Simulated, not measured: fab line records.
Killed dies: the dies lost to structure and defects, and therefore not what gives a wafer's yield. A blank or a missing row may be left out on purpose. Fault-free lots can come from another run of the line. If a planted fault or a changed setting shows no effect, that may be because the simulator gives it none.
Chamber matching || flow n5_finfet || 4 sister chambers for N5_BEOL_M3_STRIP_66 on rie_diel-05
The step strips in CF4. 8 wafers are shown with their chamber, then 7 later ones without.

## EACH WAFER AND ITS CHAMBER
{"wafer": "L074.2", "chamber": 2, "drypump_motor_current_A (A)": 5.4, "showerhead_plenum_p_Torr (Torr)": 1.89}
{"wafer": "L081.1", "chamber": 3, "drypump_motor_current_A (A)": 5.3, "showerhead_plenum_p_Torr (Torr)": 1.77}
{"wafer": "L081.2", "chamber": 1, "drypump_motor_current_A (A)": 5.3, "showerhead_plenum_p_Torr (Torr)": 1.89}
{"wafer": "L086.3", "chamber": 2, "drypump_motor_current_A (A)": 5.4, "showerhead_plenum_p_Torr (Torr)": 1.88}
{"wafer": "L086.4", "chamber": 0, "drypump_motor_current_A (A)": 6.3, "showerhead_plenum_p_Torr (Torr)": 1.75}
{"wafer": "L086.5", "chamber": 1, "drypump_motor_current_A (A)": 5.3, "showerhead_plenum_p_Torr (Torr)": 1.89}
{"wafer": "L088.2", "chamber": 0, "drypump_motor_current_A (A)": 6.3, "showerhead_plenum_p_Torr (Torr)": 1.75}
{"wafer": "L088.3", "chamber": 3, "drypump_motor_current_A (A)": 5.4, "showerhead_plenum_p_Torr (Torr)": 1.77}

## WAFERS WHOSE CHAMBER IS MISSING
{"wafer": "L088.5", "drypump_motor_current_A (A)": 5.4, "showerhead_plenum_p_Torr (Torr)": 1.88}
{"wafer": "L092.4", "drypump_motor_current_A (A)": 6.3, "showerhead_plenum_p_Torr (Torr)": 1.74}
{"wafer": "L092.5", "drypump_motor_current_A (A)": 5.3, "showerhead_plenum_p_Torr (Torr)": 1.88}
{"wafer": "L092.6", "drypump_motor_current_A (A)": 5.4, "showerhead_plenum_p_Torr (Torr)": 1.88}
{"wafer": "L096.1", "drypump_motor_current_A (A)": 5.3, "showerhead_plenum_p_Torr (Torr)": 1.77}
{"wafer": "L096.3", "drypump_motor_current_A (A)": 6.3, "showerhead_plenum_p_Torr (Torr)": 1.74}
{"wafer": "L096.4", "drypump_motor_current_A (A)": 5.3, "showerhead_plenum_p_Torr (Torr)": 1.88}

## THE CHAMBER EACH PASSED THROUGH
{"wafer": "L088.5", "from the rows above": 2, "in truth": 2}
{"wafer": "L092.4", "from the rows above": 0, "in truth": 0}
{"wafer": "L092.5", "from the rows above": "can't be placed: 1 or 2", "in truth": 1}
{"wafer": "L092.6", "from the rows above": 2, "in truth": 2}
{"wafer": "L096.1", "from the rows above": 3, "in truth": 3}
{"wafer": "L096.3", "from the rows above": 0, "in truth": 0}
{"wafer": "L096.4", "from the rows above": "can't be placed: 1 or 2", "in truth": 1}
Correctly placed: 5 of 7. Unplaceable from these rows: 2, with the true chamber sitting among the candidates in 2. Number placed wrongly: 0.
How it was worked out, from the rows above alone: a wafer's distance from a chamber is the root of the sum, over the readings, of the square of ((its reading less the chamber's mean) divided by the reading's scatter). If the next closest chamber is less than 2 further off than the closest, the wafer can't be placed; otherwise it belongs to the closest. For every chamber, the mean is computed from those of its wafers that are shown. The scatter: take each reading less its chamber's mean, square it, sum over the shown wafers, divide by the number of wafers less the number of chambers, and take the root.
